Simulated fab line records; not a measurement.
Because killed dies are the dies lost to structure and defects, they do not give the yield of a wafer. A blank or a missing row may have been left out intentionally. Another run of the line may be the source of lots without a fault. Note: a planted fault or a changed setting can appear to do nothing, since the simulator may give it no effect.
3 desks looking at one fault -- flow n5Finfet -- each desk holds nothing but its own numbers, with what lay behind them at the end

## THE DEFECT DESK
Counts from the inspections along the route, per lot, as means over the sampled wafers that have a number. Any lot whose mean is over 4 standard deviations away from the usual mean is out of limits and marked OUT; that distance is given in the brackets.
Columns: A = rawDefectCount at N5_MOL_CONTACT_COAG_INSPECT_57, usual 211
lot,first seen here,A
L595,day 5 17:31,232
L597,day 6 04:39,219
L600,day 6 22:26,216
L612,day 9 22:07,197
L614,day 10 07:02,166
L615,day 10 16:09,174
This desk's verdict: no lot among the 6 shows anything out of limits.

## FROM THE METROLOGY DESK
Lot by lot, what the gauges showed, no matter which tool ran the lot: averages of those sampled wafers that carry a number. Any lot whose mean is over 4 standard deviations away from the usual mean is out of limits and marked OUT; that distance is given in the brackets.
Columns: A = MD_CAP_THK at N5_MOL_CONTACT_COAG_THK_MEAS_29, usual 17.91 nm; B = cdNm at N5_MOL_CONTACT_COAG_CD_MEAS_84, usual 25.10 nm; C = VG_OVL at N5_MOL_CONTACT_COAG_OVL_MEAS_85, usual 0.2 nm
lot,first seen here,A,B,C
L595,day 5 16:32,17.92,25.07,-0.2
L597,day 6 03:41,17.93,25.31,0.0
L600,day 6 21:21,17.84,25.08,-0.3
L612,day 9 21:08,17.97,25.21,0.3
L614,day 10 06:04,17.87,25.06,0.4
L615,day 10 15:03,17.98,25.02,0.5
This desk's verdict: no lot among the 6 shows anything out of limits.

## FOR THE TOOL OWNER'S DESK: aldSin-03
The tool's own readings at N5_MOL_CONTACT_COAG_ALD_123 (deposits SiNx, target thk 5 nm, pulse time 1 s, purge time 2 s): means of the sampled wafers that have a number, for each lot that ran on this tool. Any lot whose mean is over 4 standard deviations away from the usual mean is out of limits and marked OUT; that distance is given in the brackets.
Columns: A = heaterPowerW at N5_MOL_CONTACT_COAG_ALD_123, usual 832 W; B = precursorPulseHeightRel at N5_MOL_CONTACT_COAG_ALD_123, usual 1.001
lot,first seen here,A,B
L595,day 5 16:35,874,1.025
L612,day 9 21:10,951,0.999
L614,day 10 06:07,792,1.004
This desk's verdict: no lot among the 3 shows anything out of limits.

## BROUGHT TOGETHER
The defect desk saw nothing out of limits.
From the metrology desk's view, nothing was out of limits.
Nothing out of limits was seen by the tool owner's desk.

## WHAT THE SIMULATOR PUT IN
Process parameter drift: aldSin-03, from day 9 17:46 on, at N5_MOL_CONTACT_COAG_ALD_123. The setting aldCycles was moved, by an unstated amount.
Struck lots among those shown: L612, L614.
